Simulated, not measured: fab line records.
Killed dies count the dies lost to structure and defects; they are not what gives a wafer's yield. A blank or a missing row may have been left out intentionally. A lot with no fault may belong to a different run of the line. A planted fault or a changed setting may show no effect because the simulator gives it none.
Which of the tools did it? ; flow nand_harc ; Sampling: 24 lots, 72 wafers, 6 of 1159 route steps

## WHAT THE GAUGES SHOWED, per wafer
Not one reading of a measure or inspect step in the record can be checked against a usual standard deviation.

## WHAT TOOL EACH LOT RAN ON (gives the tool, then ch and the chambers of the sampled wafers, and finally the start)
lot;NHARC_P_GATE_RTA_80;NHARC_P_CONTACT_ETCH_35;NHARC_P_CONTACT_ETCH_18;NHARC_P_CONTACT_STRIP_28;NHARC_P_M0_ETCH_34;NHARC_P_M0_PVD_20
L074;rtp_anneal-02 ch 0, day 5 13:17;rie_diel-09 ch 0,1,2, day 5 15:40;rie_diel-09 ch 1,2,3, day 5 16:32 or earlier;rie_diel-09 ch 1,2,3, day 5 16:32;rie_diel-12 ch 0,1,3, day 5 20:08;pvd_sputter-03, no start
L075;rtp_anneal-02 ch 0, day 5 21:57;rie_diel-01 ch 0,1,2, day 6 00:35;rie_diel-01 ch 0,1,3, day 6 01:29 or earlier;rie_diel-09 ch 0,2,3, day 6 01:29;rie_diel-06 ch 0,2,3, day 6 12:01;pvd_sputter-03, no start
L077;rtp_anneal-02 ch 0, day 6 06:09;rie_diel-09 ch 0,2,3, day 6 08:42;rie_diel-09 ch 0,1,3, day 6 09:35 or earlier;rie_diel-09 ch 0,3, day 6 09:35;rie_diel-12 ch 2,3, day 6 14:35;pvd_sputter-02, no start
L076;rtp_anneal-01 ch 0, day 6 06:29;rie_diel-03 ch 0,1,3, day 6 09:01;rie_diel-03 ch 1,2, day 6 10:01 or earlier;rie_diel-01 ch 0,3, day 6 10:01;rie_diel-06 ch 0,1,2, day 6 15:09;pvd_sputter-03, no start
L078;rtp_anneal-01 ch 0, day 6 14:55;rie_diel-03 ch 1,2,3, day 6 17:20;rie_diel-03 ch 0,1, day 6 18:13 or earlier;rie_diel-09 ch 0,1,2, day 6 18:13;rie_diel-06 ch 1,2, day 6 21:30;pvd_sputter-03, no start
L079;rtp_anneal-02 ch 0, day 6 15:43;rie_diel-03 ch 0,3, day 6 18:19;rie_diel-03 ch 1,2,3, day 6 19:13 or earlier;rie_diel-03 ch 0,1,2, day 6 19:13;rie_diel-06 ch 0,3, day 6 22:24;pvd_sputter-02, no start
L080;rtp_anneal-01 ch 0, day 6 16:10;rie_diel-09 ch 1,2,3, day 6 18:41;rie_diel-09 ch 0,1,3, day 6 19:46 or earlier;rie_diel-03 ch 0,1, day 6 19:46;rie_diel-10 ch 0,1,2, day 6 22:56;pvd_sputter-03, no start
L081;rtp_anneal-01 ch 0, day 7 05:25;rie_diel-03 ch 0,1,3, day 7 08:00;rie_diel-03 ch 2,3, day 7 08:52 or earlier;rie_diel-09 ch 0,1,2, day 7 08:52;rie_diel-12 ch 0,1, day 7 19:52;pvd_sputter-03, no start
L082;rtp_anneal-01 ch 0, day 7 09:30;rie_diel-03 ch 0,2, day 7 12:05;rie_diel-03 ch 0,1, day 7 12:58 or earlier;rie_diel-09 ch 0,1,3, day 7 12:58;rie_diel-10 ch 0,1, day 7 23:40;pvd_sputter-02, no start
L083;rtp_anneal-01 ch 0, day 7 09:53;rie_diel-01 ch 1,2, day 7 12:24;rie_diel-01 ch 1,2,3, day 7 13:16 or earlier;rie_diel-03 ch 0,3, day 7 13:16;rie_diel-12 ch 0,1,3, day 7 23:54;pvd_sputter-03, no start
L085;rtp_anneal-02 ch 0, day 8 00:08;rie_diel-09 ch 1,2,3, day 8 02:31;rie_diel-09 ch 0,1,2, day 8 03:23 or earlier;rie_diel-09 ch 0,1,3, day 8 03:23;rie_diel-10 ch 0,2,3, day 8 07:20;pvd_sputter-02, no start
L084;rtp_anneal-01 ch 0, day 8 00:12;rie_diel-03 ch 0,2,3, day 8 02:47;rie_diel-03 ch 2,3, day 8 03:47 or earlier;rie_diel-09 ch 1,2, day 8 03:47;rie_diel-12 ch 1,2, day 8 07:07;pvd_sputter-03, no start
L087;rtp_anneal-01 ch 0, day 8 21:35;rie_diel-03 ch 2,3, day 9 00:07;rie_diel-03 ch 2,3, day 9 01:10 or earlier;rie_diel-09 ch 0,1,2, day 9 01:10;rie_diel-06 ch 0,1,2, day 9 15:55;pvd_sputter-01, no start
L086;rtp_anneal-02 ch 0, day 8 22:23;rie_diel-03 ch 0,2, day 9 01:01;rie_diel-03 ch 0,2, day 9 02:01 or earlier;rie_diel-09 ch 0,2,3, day 9 02:01;rie_diel-06 ch 0,3, day 9 16:33;pvd_sputter-02, no start
L088;rtp_anneal-01 ch 0, day 9 04:04;rie_diel-03 ch 0,1,3, day 9 06:37;rie_diel-03 ch 2,3, day 9 07:31 or earlier;rie_diel-09 ch 1,2,3, day 9 07:31;rie_diel-12 ch 0,1,3, day 9 21:19;pvd_sputter-01, no start
L089;rtp_anneal-01 ch 0, day 9 08:38;rie_diel-03 ch 1,2,3, day 9 11:20;rie_diel-03 ch 0,2, day 9 12:12 or earlier;rie_diel-09 ch 1,2, day 9 12:12;rie_diel-06 ch 1,2,3, day 9 22:16;pvd_sputter-01, no start
L090;rtp_anneal-01 ch 0, day 9 11:59;rie_diel-03 ch 1,2,3, day 9 14:34;rie_diel-03 ch 0,2,3, day 9 15:25 or earlier;rie_diel-03 ch 1,2,3, day 9 15:25;rie_diel-06 ch 0,1,2, day 10 03:06;pvd_sputter-01, no start
L091;rtp_anneal-02 ch 0, day 9 23:20;rie_diel-09 ch 0,1,2, day 10 01:53;rie_diel-09 ch 1,2,3, day 10 02:58 or earlier;rie_diel-01 ch 0,1,3, day 10 02:58;rie_diel-10 ch 1,2,3, day 10 06:13;pvd_sputter-01, no start
L092;rtp_anneal-02 ch 0, day 9 23:41;rie_diel-09 ch 0,1,2, day 10 02:29;rie_diel-09 ch 0,3, day 10 03:22 or earlier;rie_diel-09 ch 0,1, day 10 03:22;rie_diel-12 ch 1,2,3, day 10 06:47;pvd_sputter-01, no start
L093;rtp_anneal-02 ch 0, day 10 04:35;rie_diel-09 ch 0,1,2, day 10 07:10;rie_diel-09 ch 0,1,2, day 10 08:23 or earlier;rie_diel-03 ch 1,3, day 10 08:23;rie_diel-12 ch 0,2,3, day 10 12:26;pvd_sputter-02, no start
L094;rtp_anneal-01 ch 0, day 10 12:28;rie_diel-03 ch 2,3, day 10 15:33;rie_diel-03 ch 0,1,2, day 10 16:24 or earlier;rie_diel-01 ch 0,1, day 10 16:24;rie_diel-06 ch 1,2, day 10 21:58;pvd_sputter-02, no start
L095;rtp_anneal-01 ch 0, day 10 20:16;rie_diel-03 ch 0,1, day 10 22:45;rie_diel-03 ch 0,2,3, day 10 23:39 or earlier;rie_diel-09 ch 1,2, day 10 23:39;rie_diel-10 ch 2,3, day 11 04:02;pvd_sputter-01, no start
L096;rtp_anneal-01 ch 0, day 10 20:35;rie_diel-03 ch 1,2,3, day 10 23:25;rie_diel-03 ch 0,1,2, day 11 00:22 or earlier;rie_diel-09 ch 1,2, day 11 00:22;rie_diel-10 ch 0,1,3, day 11 04:28;pvd_sputter-03, no start
L097;rtp_anneal-01 ch 0, day 10 21:03;rie_diel-03 ch 0,2,3, day 10 23:46;rie_diel-03 ch 0,1,3, day 11 00:41 or earlier;rie_diel-09 ch 0,1,2, day 11 00:41;rie_diel-10 ch 0,2,3, day 11 08:53;pvd_sputter-01, no start
- NHARC_P_GATE_RTA_80: time 30 s.
- NHARC_P_CONTACT_ETCH_35: etches the open film in CF4, target depth 39 nm, time 65 s.
- NHARC_P_CONTACT_ETCH_18: etches the open film in C4F8/O2/Ar, target depth 481 nm, time 240.5 s.
- NHARC_P_CONTACT_STRIP_28: strips in O2.
- NHARC_P_M0_ETCH_34: etches the open film in N2/H2, target depth 40 nm, overetch 12 nm, time 43.94 s.
- NHARC_P_M0_PVD_20: deposits TaN, target thk 5 nm, time 8.06 s.

## AS READ BY THE TOOLS THEMSELVES (means over the sampled wafers that have a number; for cases with no such wafer, the mark the record gives instead)
NHARC_P_GATE_RTA_80.
lot;tool;lamp_power_pct (%);wafer_temp_C_max
L074;rtp_anneal-02;2.07;300.9
L075;rtp_anneal-02;2.07;300.9
L077;rtp_anneal-02;2.08;301.3
L076;rtp_anneal-01;2.26;301.9
L078;rtp_anneal-01;2.26;301.5
L079;rtp_anneal-02;2.07;301.4
L080;rtp_anneal-01;2.27;301.5
L081;rtp_anneal-01;2.26;301.9
L082;rtp_anneal-01;2.26;301.7
L083;rtp_anneal-01;2.27;301.7
L085;rtp_anneal-02;2.07;301.2
L084;rtp_anneal-01;2.26;301.5
L087;rtp_anneal-01;2.26;301.5
L086;rtp_anneal-02;2.07;300.8
L088;rtp_anneal-01;2.26;301.8
L089;rtp_anneal-01;2.26;301.8
L090;rtp_anneal-01;2.26;301.9
L091;rtp_anneal-02;2.08;301.3
L092;rtp_anneal-02;2.07;301.1
L093;rtp_anneal-02;2.07;300.9
L094;rtp_anneal-01;2.26;301.8
L095;rtp_anneal-01;2.26;301.6
L096;rtp_anneal-01;2.26;301.3
L097;rtp_anneal-01;2.26;301.4

NHARC_P_CONTACT_ETCH_35.
lot;tool;drypump_motor_current_A (A);oes_product_au (a.u.);rf_vpp_V (V);showerhead_plenum_p_Torr (Torr);throttle_valve_pct (%)
L074;rie_diel-09;5.3;0.998;150.2;1.71;13.273
L075;rie_diel-01;5.8;1.009;150.9;1.74;13.284
L077;rie_diel-09;5.7;1.013;149.8;1.70;13.284
L076;rie_diel-03;5.9;1.000;150.2;1.70;13.285
L078;rie_diel-03;5.8;1.007;150.8;1.70;13.283
L079;rie_diel-03;6.0;1.006;150.3;1.75;13.280
L080;rie_diel-09;5.6;1.006;150.6;1.70;13.285
L081;rie_diel-03;5.9;0.998;150.8;1.70;13.279
L082;rie_diel-03;5.9;0.999;151.8;1.79;13.283
L083;rie_diel-01;5.4;1.016;152.0;1.79;13.291
L085;rie_diel-09;5.5;1.006;150.2;1.70;13.278
L084;rie_diel-03;5.9;0.995;151.2;1.74;13.287
L087;rie_diel-03;5.9;1.001;149.8;1.70;13.289
L086;rie_diel-03;5.8;1.006;151.3;1.78;13.286
L088;rie_diel-03;5.9;0.996;150.3;1.70;13.278
L089;rie_diel-03;5.7;0.999;150.4;1.70;13.276
L090;rie_diel-03;5.7;1.006;150.2;1.70;13.282
L091;rie_diel-09;5.3;1.003;150.8;1.71;13.280
L092;rie_diel-09;5.2;1.004;150.7;1.71;13.289
L093;rie_diel-09;5.3;1.006;150.3;1.71;13.289
L094;rie_diel-03;5.7;1.009;150.8;1.74;13.286
L095;rie_diel-03;5.9;1.013;150.8;1.74;13.282
L096;rie_diel-03;5.8;1.010;150.0;1.70;13.283
L097;rie_diel-03;5.8;1.015;151.0;1.74;13.281

NHARC_P_CONTACT_ETCH_18.
lot;tool;oes_product_au (a.u.);rf_vpp_V (V)
L074;rie_diel-09;0.942;973
L075;rie_diel-01;0.974;976
L077;rie_diel-09;0.963;974
L076;rie_diel-03;0.988;976
L078;rie_diel-03;0.966;977
L079;rie_diel-03;0.970;973
L080;rie_diel-09;0.964;973
L081;rie_diel-03;0.979;977
L082;rie_diel-03;0.959;977
L083;rie_diel-01;0.985;977
L085;rie_diel-09;0.977;973
L084;rie_diel-03;0.935;973
L087;rie_diel-03;0.969;975
L086;rie_diel-03;0.952;979
L088;rie_diel-03;0.925;975
L089;rie_diel-03;0.969;979
L090;rie_diel-03;0.977;975
L091;rie_diel-09;0.964;972
L092;rie_diel-09;0.967;973
L093;rie_diel-09;0.952;974
L094;rie_diel-03;0.990;976
L095;rie_diel-03;0.979;976
L096;rie_diel-03;0.977;976
L097;rie_diel-03;0.986;972

NHARC_P_CONTACT_STRIP_28.
lot;tool;drypump_motor_current_A (A);oes_product_au (a.u.);rf_vpp_V (V);showerhead_plenum_p_Torr (Torr);throttle_valve_pct (%)
L074;rie_diel-09;5.5;0.998;57.5;3.39;17.026
L075;rie_diel-09;5.7;1.004;57.2;3.38;17.035
L077;rie_diel-09;6.2;1.005;57.7;3.37;17.028
L076;rie_diel-01;6.0;1.004;56.6;3.37;17.043
L078;rie_diel-09;5.3;1.006;58.4;3.42;17.036
L079;rie_diel-03;5.8;1.012;58.0;3.48;17.044
L080;rie_diel-03;5.8;1.005;58.2;3.40;17.034
L081;rie_diel-09;5.3;1.006;57.2;3.42;17.034
L082;rie_diel-09;5.8;0.993;57.6;3.41;17.036
L083;rie_diel-03;6.0;0.998;58.6;3.48;17.036
L085;rie_diel-09;5.8;0.996;57.9;3.41;17.032
L084;rie_diel-09;5.1;1.008;57.5;3.42;17.026
L087;rie_diel-09;5.3;1.006;57.9;3.41;17.042
L086;rie_diel-09;5.8;1.002;58.1;3.38;17.034
L088;rie_diel-09;5.6;0.999;57.6;3.39;17.033
L089;rie_diel-09;5.1;1.011;57.7;3.42;17.033
L090;rie_diel-03;5.8;1.000;57.1;3.39;17.039
L091;rie_diel-01;5.6;1.002;57.7;3.46;17.037
L092;rie_diel-09;5.5;1.000;58.3;3.43;17.039
L093;rie_diel-03;5.8;1.020;57.6;3.31;17.028
L094;rie_diel-01;6.2;1.009;57.5;3.42;17.033
L095;rie_diel-09;5.1;1.008;57.4;3.42;17.037
L096;rie_diel-09;5.1;1.003;57.4;3.39;17.039
L097;rie_diel-09;5.3;1.002;57.1;3.41;17.027

NHARC_P_M0_ETCH_34.
lot;tool;drypump_motor_current_A (A);oes_product_au (a.u.);rf_vpp_V (V);showerhead_plenum_p_Torr (Torr);throttle_valve_pct (%)
L074;rie_diel-12;6.2;0.993;431;2.08;14.168
L075;rie_diel-06;5.9;0.993;434;2.17;14.166
L077;rie_diel-12;5.8;1.001;430;2.00;14.172
L076;rie_diel-06;5.7;0.996;431;2.07;14.173
L078;rie_diel-06;5.9;1.017;429;2.00;14.168
L079;rie_diel-06;5.7;0.996;434;2.15;14.177
L080;rie_diel-10;5.2;0.998;428;1.96;14.175
L081;rie_diel-12;6.3;0.987;433;2.15;14.175
L082;rie_diel-10;5.4;1.006;430;2.03;14.175
L083;rie_diel-12;6.2;0.994;431;2.07;14.159
L085;rie_diel-10;5.4;1.008;428;1.94;14.176
L084;rie_diel-12;5.9;0.999;433;2.15;14.176
L087;rie_diel-06;5.7;1.005;432;2.07;14.170
L086;rie_diel-06;6.1;1.002;434;2.17;14.162
L088;rie_diel-12;6.2;0.997;432;2.07;14.170
L089;rie_diel-06;6.1;0.997;432;2.09;14.167
L090;rie_diel-06;5.7;0.999;431;2.07;14.172
L091;rie_diel-10;5.5;0.994;430;2.00;14.166
L092;rie_diel-12;5.8;0.993;431;2.08;14.177
L093;rie_diel-12;5.9;0.993;432;2.10;14.182
L094;rie_diel-06;5.9;0.996;432;2.09;14.178
L095;rie_diel-10;5.3;1.000;429;1.93;14.179
L096;rie_diel-10;5.6;0.993;429;2.00;14.171
L097;rie_diel-10;5.4;0.994;428;1.94;14.178

NHARC_P_M0_PVD_20.
lot;tool;throttle_valve_pct (%)
L074;pvd_sputter-03;30.9
L075;pvd_sputter-03;30.8
L077;pvd_sputter-02;30.0
L076;pvd_sputter-03;30.5
L078;pvd_sputter-03;30.7
L079;pvd_sputter-02;30.3
L080;pvd_sputter-03;30.5
L081;pvd_sputter-03;31.1
L082;pvd_sputter-02;28.9
L083;pvd_sputter-03;30.5
L085;pvd_sputter-02;30.2
L084;pvd_sputter-03;30.4
L087;pvd_sputter-01;30.7
L086;pvd_sputter-02;29.1
L088;pvd_sputter-01;30.6
L089;pvd_sputter-01;30.9
L090;pvd_sputter-01;30.3
L091;pvd_sputter-01;30.6
L092;pvd_sputter-01;31.1
L093;pvd_sputter-02;29.7
L094;pvd_sputter-02;29.0
L095;pvd_sputter-01;31.0
L096;pvd_sputter-03;30.4
L097;pvd_sputter-01;30.6

## THE ANSWER, worked out from the rows above alone
Rule: usual is defined by the lots themselves. The widest of any qualifying gaps counts: lots, ordered by their means at a reading, are off when they make up no more than a third of the lots, leave a main group of 4 or more, and stand apart from it by 3 or more times the standard deviation of that group's means. A main group whose means are all the same, to the digits that the tables above print for the reading, isn't used. Also off: a lot with no number at a reading for which 4 or more lots have one. The other lots that the step has rows for count as sound. After the gauges, taken in route order, come the tools' own readings; for these a lot's mean is taken, as printed above. At the first step where some lot is off, the reading lying furthest off is the one used; lots without a number count as furthest.
Nothing can be told from this: no lot is off at any reading shown.

## WHAT WAS PUT IN BY THE SIMULATOR
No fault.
